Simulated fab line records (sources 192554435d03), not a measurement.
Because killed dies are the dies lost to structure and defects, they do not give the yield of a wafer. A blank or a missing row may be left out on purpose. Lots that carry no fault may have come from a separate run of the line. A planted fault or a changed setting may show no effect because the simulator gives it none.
fab line records    flow n5Finfet
record: lots: 11  wafers: 31  lastDay: 17
route steps=1938 shown BEOL_M3@992 BEOL_M4@1111 PASSIVATION@1936
lots that met no fault: taken from a fault-free run of the same line
startH: hours from the record's first day to the start of the lot's first wafer shown    waitH: hours from the lot's prior step to this one    " same as the row above    L1.1+2: several wafers, shown together as one row    - no value present, or no start provided    * or withheld: withheld    < > ~ a bound
route shown NAME@n: a module of which the file shows steps, and the number in the route of the first    usual: the fault-free wafers' mean and standard deviation    same: alike in all rows    chamber/n: place in a boat    sites: each site's reading    _std_site: the standard deviation of these    _edge_site: mean of outer sites minus mean of inner sites    radiusMm: how far each site lies from the wafer's centre    mask NAME#n: copy n    behind: tool/chamber where the wafer was last shaped    hold: what put the lot on hold/how long, in hours/how the hold closed    device: transistor that didn't switch, given as n, p or np    end of line: tests run on the same wafers once the route is complete    step lacking rows: just its recipe    killed: dies that structure and defects cost at the first sort, which is not the same as the wafer's yield    map: a wafer's dies, marking killed ones x, the rest . and places with no die _
set.NAME: the setting that was run; set.NAME@STEP: the one run at that earlier step    model.NAME: the simulator's own value behind a step, which no gauge read
steps of the route over a sample of lots; a table a step, a row a wafer
services: when a tool's chamber went out of use (startH, in hours from the record's first day, below 0 if earlier), for how many hours, and the reason
== steps ==
step: N5_BEOL_M3_SURFACE_TREAT_85
recipe: gas: Ar  timeS: *  ionEnergyEv: *  ionCurrentMaCm2: 0.5  pressureMtorr: *  arFlowSccm: 30
usual: arFlowSccm: 30.00/0.085  throttleValvePct: *
lot.wafer  tool           chamber  startH  waitH  arFlowSccm  throttleValvePct
L953.1     pvdSputter-03  -        149.97  0.2    29.95       *
L953.3     "              -        "       "      30.09       *
L953.5     "              -        "       "      29.97       *
L956.1     pvdSputter-02  -        171.75  0.2    29.85       *
L956.2     "              -        "       "      30.06       *
L956.4     "              -        "       "      29.95       *
L958.2     pvdSputter-01  -        187.79  0.1    29.98       *
L958.3     "              -        "       "      30.20       *
L958.5     "              -        "       "      30.22       *
L959.2     pvdSputter-03  -        191.28  0.5    29.96       *
L959.3     "              -        "       "      29.98       *
L959.6     "              -        "       "      29.97       *
L962.3     pvdSputter-01  -        201.45  0.2    30.05       *
L962.4     "              -        "       "      30.18       *
L962.6     "              -        "       "      30.01       *
L963.1     pvdSputter-01  -        201.57  0.1    29.89       *
L963.5     "              -        "       "      29.90       *
L964.1     pvdSputter-01  -        223.08  0.3    30.00       *
L964.4     "              -        "       "      30.04       *
L964.6     "              -        "       "      30.10       *
L965.1     pvdSputter-02  -        228.16  0.3    29.90       *
L965.4     "              -        "       "      29.81       *
L972.1     pvdSputter-03  -        270.85  0.1    30.02       *
L972.4     "              -        "       "      29.96       *
L972.5     "              -        "       "      29.86       *
L975.1     pvdSputter-02  -        280.46  0.9    29.98       *
L975.5     "              -        "       "      30.04       *
L975.6     "              -        "       "      29.93       *
L976.1     pvdSputter-01  -        283.20  0.1    30.02       *
L976.2     "              -        "       "      29.95       *
L976.6     "              -        "       "      29.91       *
step: N5_BEOL_M3_CVD_47
recipe: material: Co  targetThkA: 30  tempC: withheld  precursor: CCTBA/H2  pressureTorr: 30  timeS: 223.8
usual: runLengthS: 246.8/0.37
lot.wafer  tool      chamber  startH  waitH  runLengthS
L953.1     cvdCo-01  2        150.03  0.0    246.9
L953.3     "         1        "       "      246.7
L953.5     "         2        "       "      246.5
L956.1     cvdCo-02  1        171.81  0.0    247.0
L956.2     "         2        "       "      246.2
L956.4     "         0        "       "      246.8
L958.2     cvdCo-01  0        187.91  0.1    246.7
L958.3     "         1        "       "      246.3
L958.5     "         2        "       "      247.5
L959.2     cvdCo-01  0        191.57  0.3    247.2
L959.3     "         2        "       "      247.5
L959.6     "         2        "       "      247.1
L962.3     cvdCo-02  2        201.51  0.0    246.3
L962.4     "         0        "       "      246.8
L962.6     "         2        "       "      247.2
L963.1     cvdCo-01  2        201.69  0.1    369.5
L963.5     "         0        "       "      246.4
L964.1     cvdCo-01  1        223.37  0.3    369.1
L964.4     "         2        "       "      369.5
L964.6     "         0        "       "      246.4
L965.1     cvdCo-01  0        228.30  0.1    369.4
L965.4     "         0        "       "      369.4
L972.1     cvdCo-02  2        271.04  0.2    246.6
L972.4     "         2        "       "      246.2
L972.5     "         0        "       "      247.1
L975.1     cvdCo-02  0        280.52  0.0    247.6
L975.5     "         0        "       "      246.8
L975.6     "         2        "       "      246.8
L976.1     cvdCo-02  2        283.26  0.0    246.7
L976.2     "         0        "       "      247.0
L976.6     "         1        "       "      246.7
step: N5_BEOL_M3_ANNEAL_49
recipe: tempC: 400  timeS: 240  ambient: vacuum
usual: heaterPowerW: 802/63
lot.wafer  tool           chamber  startH  waitH  heaterPowerW
L953.1     pvdSputter-03  -        150.43  0.0    886
L953.3     "              -        "       "      760
L953.5     "              -        "       "      797
L956.1     pvdSputter-02  -        172.05  0.0    764
L956.2     "              -        "       "      742
L956.4     "              -        "       "      873
L958.2     pvdSputter-01  -        188.29  0.0    871
L958.3     "              -        "       "      803
L958.5     "              -        "       "      875
L959.2     pvdSputter-02  -        192.10  0.0    754
L959.3     "              -        "       "      702
L959.6     "              -        "       "      699
L962.3     pvdSputter-01  -        201.79  0.0    789
L962.4     "              -        "       "      739
L962.6     "              -        "       "      821
L963.1     pvdSputter-03  -        202.86  0.0    763
L963.5     "              -        "       "      807
L964.1     pvdSputter-01  -        225.36  0.0    801
L964.4     "              -        "       "      752
L964.6     "              -        "       "      740
L965.1     pvdSputter-01  -        228.70  0.0    800
L965.4     "              -        "       "      888
L972.1     pvdSputter-03  -        271.28  0.0    808
L972.4     "              -        "       "      907
L972.5     "              -        "       "      880
L975.1     pvdSputter-02  -        280.84  0.0    764
L975.5     "              -        "       "      761
L975.6     "              -        "       "      714
L976.1     pvdSputter-02  -        283.54  0.0    868
L976.2     "              -        "       "      711
L976.6     "              -        "       "      859
step: N5_BEOL_M3_SPUTTER_86
recipe: material: Cu  targetThkA: 45  tempC: -20  chamberPressurePa: 0.07  powerW: withheld  timeS: 8.29
usual: substrateTempC: -19.99/0.097  throttleValvePct: 30.0/1.1
lot.wafer  tool           chamber  startH  waitH  substrateTempC  throttleValvePct
L953.1     pvdSputter-03  -        151.01  0.1    -19.93          29.7
L953.3     "              -        "       "      -19.97          31.5
L953.5     "              -        "       "      -19.93          31.9
L956.1     pvdSputter-02  -        172.63  0.1    -20.05          30.7
L956.2     "              -        "       "      -20.05          28.8
L956.4     "              -        "       "      -20.06          30.9
L958.2     pvdSputter-01  -        188.87  0.1    -20.14          30.1
L958.3     "              -        "       "      -19.89          27.9
L958.5     "              -        "       "      -20.18          30.0
L959.2     pvdSputter-02  -        192.68  0.1    -20.02          31.0
L959.3     "              -        "       "      -20.11          28.8
L959.6     "              -        "       "      -19.79          28.7
L962.3     pvdSputter-01  -        202.37  0.1    -19.88          31.6
L962.4     "              -        "       "      -19.91          30.1
L962.6     "              -        "       "      -20.04          28.1
L963.1     pvdSputter-03  -        203.44  0.1    -20.15          31.8
L963.5     "              -        "       "      -19.98          30.0
L964.1     pvdSputter-01  -        225.94  0.1    -20.12          27.8
L964.4     "              -        "       "      -19.98          30.1
L964.6     "              -        "       "      -20.09          30.2
L965.1     pvdSputter-01  -        229.28  0.1    -20.04          31.8
L965.4     "              -        "       "      -19.91          29.9
L972.1     pvdSputter-03  -        271.86  0.1    -20.12          29.5
L972.4     "              -        "       "      -20.02          29.8
L972.5     "              -        "       "      -19.97          29.6
L975.1     pvdSputter-02  -        281.42  0.1    -20.20          28.7
L975.5     "              -        "       "      -19.90          30.4
L975.6     "              -        "       "      -20.06          28.8
L976.1     pvdSputter-02  -        284.12  0.1    -20.03          30.7
L976.2     "              -        "       "      -19.98          28.8
L976.6     "              -        "       "      -20.00          30.7
step: N5_BEOL_M4_RC_MEAS_101
usual: DIBL_N: 36.3/1.7  DIBL_P: 36.3/2.2  IOFF_N: 0.16/0.034  IOFF_P: 0.21/0.038  ION_N: 673/13  ION_P: 461/8.3  SS_N: 71.5/0.55  SS_P: 73.3/0.67  VT_N: 250/3.4  VT_P: -251/3.5
lot.wafer  tool       chamber  startH  waitH  DIBL_N[mV/V]  DIBL_P[mV/V]  IOFF_N[nA/um]  IOFF_P[nA/um]  ION_N[uA/um]  ION_P[uA/um]  SS_N[mV/dec]  SS_P[mV/dec]  VT_N[mV]  VT_P[mV]
L953.1     prober-01  0        169.82  0.0    40.2          39.4          0.24           0.28           688           460           72.3          72.9          244       -246
L953.3     "          0        "       "      36.2          35.4          0.16           0.19           679           461           71.2          72.6          250       -251
L953.5     "          0        "       "      35.2          33.2          0.12           0.16           653           446           71.2          72.5          254       -254
L956.1     prober-02  0        187.30  0.0    33.0          31.4          0.10           0.14           658           456           71.1          71.6          256       -255
L956.2     "          0        "       "      35.9          35.7          0.15           0.19           667           461           71.4          73.1          253       -254
L956.4     "          0        "       "      35.8          35.9          0.14           0.20           672           464           71.2          73.4          252       -253
L958.2     prober-01  0        205.16  0.2    34.6          33.7          0.13           0.17           665           451           71.7          72.1          253       -254
L958.3     "          0        "       "      39.0          39.7          0.23           0.27           695           472           72.1          73.6          245       -248
L958.5     "          0        "       "      37.8          38.0          0.19           0.25           684           464           71.8          74.3          248       -248
L959.2     prober-02  0        208.27  0.2    35.2          35.5          0.16           0.21           673           459           70.9          73.5          247       -252
L959.3     "          0        "       "      34.3          34.4          0.14           0.19           659           455           71.2          71.9          251       -253
L959.6     "          0        "       "      34.7          35.5          0.16           0.21           670           465           71.2          73.0          249       -251
L962.3     prober-01  0        213.62  0.3    39.5          39.5          0.22           0.33           698           484           72.3          74.4          248       -241
L962.4     "          0        "       "      35.5          35.5          0.15           0.23           680           472           71.4          73.7          248       -245
L962.6     "          0        "       "      36.1          35.8          0.15           0.22           677           468           72.1          73.2          253       -247
L963.1     prober-02  0        216.59  0.0    36.4          38.1          0.17           0.24           674           467           72.1          74.4          252       -249
L963.5     "          0        "       "      36.1          37.2          0.16           0.21           667           455           71.4          74.4          251       -252
L964.1     prober-02  0        237.78  0.0    35.7          35.9          0.16           0.18           676           459           71.1          72.8          248       -253
L964.4     "          0        "       "      37.9          37.6          0.19           0.21           662           452           72.6          73.9          249       -251
L964.6     "          0        "       "      36.9          37.3          0.18           0.20           679           452           71.7          73.5          247       -253
L965.1     prober-02  0        242.56  0.0    39.9          40.9          0.24           0.29           703           474           72.0          73.6          242       -246
L965.4     "          0        "       "      36.0          37.5          0.17           0.23           685           474           71.5          73.0          248       -247
L972.1     prober-01  0        286.69  0.0    36.9          38.1          0.18           0.24           683           467           71.5          73.7          247       -249
L972.4     "          0        "       "      36.8          37.3          0.17           0.22           684           467           71.8          73.6          248       -248
L972.5     "          0        "       "      36.6          38.4          0.18           0.24           682           470           71.5          74.0          248       -246
L975.1     prober-02  0        293.52  0.0    36.2          34.5          0.15           0.20           660           455           72.0          73.7          249       -250
L975.5     "          0        "       "      34.7          33.2          0.13           0.17           667           455           70.9          73.3          250       -255
L975.6     "          0        "       "      35.2          33.5          0.14           0.18           661           450           71.3          73.4          251       -251
L976.1     prober-02  0        296.96  0.0    36.2          35.5          0.14           0.17           662           453           71.2          73.1          253       -256
L976.2     "          0        "       "      38.1          37.5          0.18           0.20           671           455           71.8          73.8          248       -251
L976.6     "          0        "       "      38.4          38.9          0.20           0.23           693           465           71.8          74.1          248       -253
step: N5_PASSIVATION_PROBE_49
usual: defectLimitedYield: 91.4/1.6  killed_at_M0_to_M3: 34/10  killed_at_M4_up: 12/4.8  killedAtContacts: 11/6.2  killedAtFrontEnd: 39/13  killedAtOther: 4/3.1  killedDies: 101/19  killedOpen: 67/14  killedShort: 32/8.3  sort_bin_5_function: 5.0/1  sort_bin_6_memory: 3.2/0.76  sort_bin_8_speed: 0.00/0.026  sortNPass: 1079/19
same: grossDies: 1180  killedAtBackSide: 0  sort_bin_4_leakage[%]: 0
lot.wafer  tool       chamber  startH  waitH  defectLimitedYield[%]  killed_at_M0_to_M3  killed_at_M4_up  killedAtContacts  killedAtFrontEnd  killedAtOther  killedDies  killedOpen  killedShort  sort_bin_5_function[%]  sort_bin_6_memory[%]  sort_bin_8_speed[%]  sortNPass
L953.1     prober-01  -        274.50  0.0    89.2                   46                  18               7                 55                1              127         81          46           5.8                     4.8                   0                    1053
L953.3     prober-01  -        274.60  0.1    89.4                   33                  17               17                57                1              125         75          46           5.8                     4.2                   0                    1055
L953.5     prober-01  -        274.70  0.2    90.8                   32                  19               12                45                0              108         66          41           5.5                     3.4                   0                    1072
L972.1     prober-02  -        387.82  0.0    90.3                   40                  17               18                34                6              115         82          27           6.2                     3.1                   0                    1065
L972.4     prober-02  -        387.97  0.2    91.9                   37                  11               14                30                3              95          64          29           4.8                     2.7                   0                    1085
L972.5     prober-02  -        388.02  0.2    88.9                   41                  19               31                33                7              131         84          43           5.6                     5.0                   0                    1049
killed by level:class
L953.1 BEOL_M0_SAQP:geometricParticle:short=18 FIN_SAQP:geometricParticle:short=13 FIN_SAQP:geometricParticle:open=12 BEOL_M2:geometricParticle:open=11 BEOL_M0_SAQP:geometricParticle:open=8 ILD0:geometricParticle:open=7 DUMMY_GATE:geometricParticle:open=6 BEOL_M4:geometricParticle:open=6
L953.3 BEOL_M0_SAQP:geometricParticle:short=17 MOL_CONTACT_COAG:geometricParticle:open=15 FIN_SAQP:geometricParticle:open=13 FIN_SAQP:geometricParticle:short=12 BEOL_M4:geometricParticle:open=8 BEOL_M0_SAQP:geometricParticle:open=8 DUMMY_GATE:geometricParticle:open=7 GATE_CUT:geometricParticle:short=7
L953.5 BEOL_M0_SAQP:geometricParticle:open=15 FIN_SAQP:geometricParticle:short=14 FIN_SAQP:geometricParticle:open=12 BEOL_M4:geometricParticle:open=12 BEOL_M0_SAQP:geometricParticle:short=10 MOL_CONTACT_COAG:geometricParticle:open=9 DUMMY_GATE:geometricParticle:open=6 STARTING-WAFER:geometricParticle:short=4
L972.1 MOL_CONTACT_COAG:geometricParticle:open=15 BEOL_M0_SAQP:geometricParticle:open=11 FIN_SAQP:geometricParticle:open=9 BEOL_M2:geometricParticle:open=9 BEOL_M1:geometricParticle:open=8 BEOL_M4:geometricParticle:open=8 STI_FIN_REVEAL:geometricParticle:open=7 BEOL_M0_SAQP:geometricParticle:short=7
L972.4 MOL_CONTACT_COAG:geometricParticle:open=11 BEOL_M2:geometricParticle:open=11 FIN_SAQP:geometricParticle:open=10 BEOL_M0_SAQP:geometricParticle:short=8 BEOL_M0_SAQP:geometricParticle:open=7 BEOL_M2:geometricParticle:short=6 DUMMY_GATE:geometricParticle:open=5 GATE_CUT:geometricParticle:short=4
L972.5 MOL_CONTACT_COAG:geometricParticle:open=24 BEOL_M0_SAQP:geometricParticle:short=10 BEOL_M2:geometricParticle:open=9 BEOL_M4:geometricParticle:open=8 FIN_SAQP:geometricParticle:open=7 MOL_CONTACT_COAG:geometricParticle:short=7 BEOL_M0_SAQP:geometricParticle:open=7 FIN_SAQP:geometricParticle:short=5
== services ==
tool           chamber  startH  hours  kind
pvdSputter-03  -        143.41  1.6    repair
cvdCo-01       0        229.96  8.2    repair
== key ==
firstSign: step: N5_BEOL_M3_CVD_47  reading: runLengthS  direction: up  sigmas: 99+  usual: *  struck: *
effect none on later readings
metAt N5_BEOL_M3_CVD_47
struckLots L963,L964,L965
struckWafers L963.1,L964.1,L964.4,L965.1,L965.4
notActingAt N5_BEOL_M3_SURFACE_TREAT_85,N5_BEOL_M3_ANNEAL_49,N5_BEOL_M3_SPUTTER_86
onsetBetween 191.57 201.69
fault: kind: processParameterDrift  tool: cvdCo-01  chamber: -  onsetH: 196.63  steps: N5_BEOL_M3_CVD_47  channel: timeS  offset: *  shape: step  endH: 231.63  scope: struckWafersOnly  actsIn: *  stated: *
